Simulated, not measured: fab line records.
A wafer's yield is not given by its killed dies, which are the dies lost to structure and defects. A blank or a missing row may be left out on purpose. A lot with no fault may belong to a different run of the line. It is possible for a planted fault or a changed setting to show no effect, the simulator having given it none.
Comparing a struck lot with a sound one / flow nand harc / 18 out of 1302 route steps
Sound: these wafers, L447.3, L447.5, L447.6. Wafers L465.4, L465.5, L465.6 were the ones struck. The cause is named last.
Order at every step that has rows: each side's tool, ch and its chambers, its first start. Under that, the readings that differ: sound wafers / struck wafers / difference of the means / sigmas: that difference in standard deviations of wafers without a fault.
alike: readings whose means differ by less than 2 such deviations, and words and numbers that are the same on both sides. not compared: withheld readings, readings that some wafer has no value for, bounds like >300 that may hide the same value, and numbers for which the record gives no deviation and whose values overlap.
A row with sigmas, a row that says differs or no value, or rows on one side alone: a step with any of these is where the two part. Non-overlapping numbers with no deviation appear without sigmas and do not part them. A reading that every wafer of one side lacks parts them only if that side has two wafers or more.

NHARC_P_GATE_CD_MEAS_59 targets a cd of 720 nm.
  sound on cd sem-01 ch 0, day 6 21:23; struck on cd sem-02 ch 0, day 14 11:47
  alike: cd nm
then, 1 step without rows for these wafers: NHARC_P_GATE_HARDBAKE_60 (time 80 s).
NHARC_P_GATE_DESCUM_61: chemistry O2, time 3 s.
  sound on rie diel-06 ch 1,2, day 6 21:32; struck on rie diel-02 ch 0,1,3, day 14 11:59
  alike: drypump motor current A, mfc ar sccm, oes product au, rf vpp V, showerhead plenum p Torr, throttle valve pct
  not compared: rf hours counter h
then, 1 step without rows for these wafers: NHARC_P_GATE_IMPLANT_62.
NHARC_P_GATE_STRIP_112: strips in N2/H2, time 200 s.
  sound on plasma asher-01 ch 0,1, day 6 21:59; struck on plasma asher-02 ch 0,1, day 14 12:26
  alike: drypump motor current A, heater power w
  not compared: rf hours counter h
NHARC_P_GATE_STRIP_76: strips in O2.
  sound on plasma asher-01 ch 0,1, day 6 22:11; struck on plasma asher-02 ch 0,1, day 14 12:37
  alike: drypump motor current A, heater power w
  not compared: rf hours counter h
then, 6 steps without rows for these wafers: NHARC_P_GATE_STRIP_63 (strips in SPM, time 900 s); NHARC_P_GATE_DEHYDRATE_83 (time 120 s); NHARC_P_GATE_HMDS_84 (time 30 s); NHARC_P_GATE_COAT_85; NHARC_P_GATE_SOFTBAKE_86 (time 95 s); NHARC_P_GATE_EBR_87.
NHARC_P_GATE_EXPOSE_88: exposes mask P HVN, target cd 2000 nm.
  sound on krf scanner-02 ch 0, day 6 22:57; struck on krf scanner-04 ch 0, day 14 13:13
  alike: mask
then, 2 steps without rows for these wafers: NHARC_P_GATE_PEB_89 (peb time 85 s); NHARC_P_GATE_DEVELOP_90 (time 70 s).
NHARC_P_GATE_CD_MEAS_91 targets a cd of 2000 nm.
  sound on cd sem-03 ch 0, day 6 23:06; struck on cd sem-02 ch 0, day 14 13:22
reading=cd nm (nm); sound=2001.3 2000.0 1998.9; struck=2006.4 2009.1 2003.8; difference=+6.4; sigmas=+4
then, 2 steps without rows for these wafers: NHARC_P_GATE_HARDBAKE_92 (time 80 s); NHARC_END_SORT_01.

## WHERE THEY PART
Only at NHARC_P_GATE_CD_MEAS_91, within this record.

WHY: what had been put in by the simulator
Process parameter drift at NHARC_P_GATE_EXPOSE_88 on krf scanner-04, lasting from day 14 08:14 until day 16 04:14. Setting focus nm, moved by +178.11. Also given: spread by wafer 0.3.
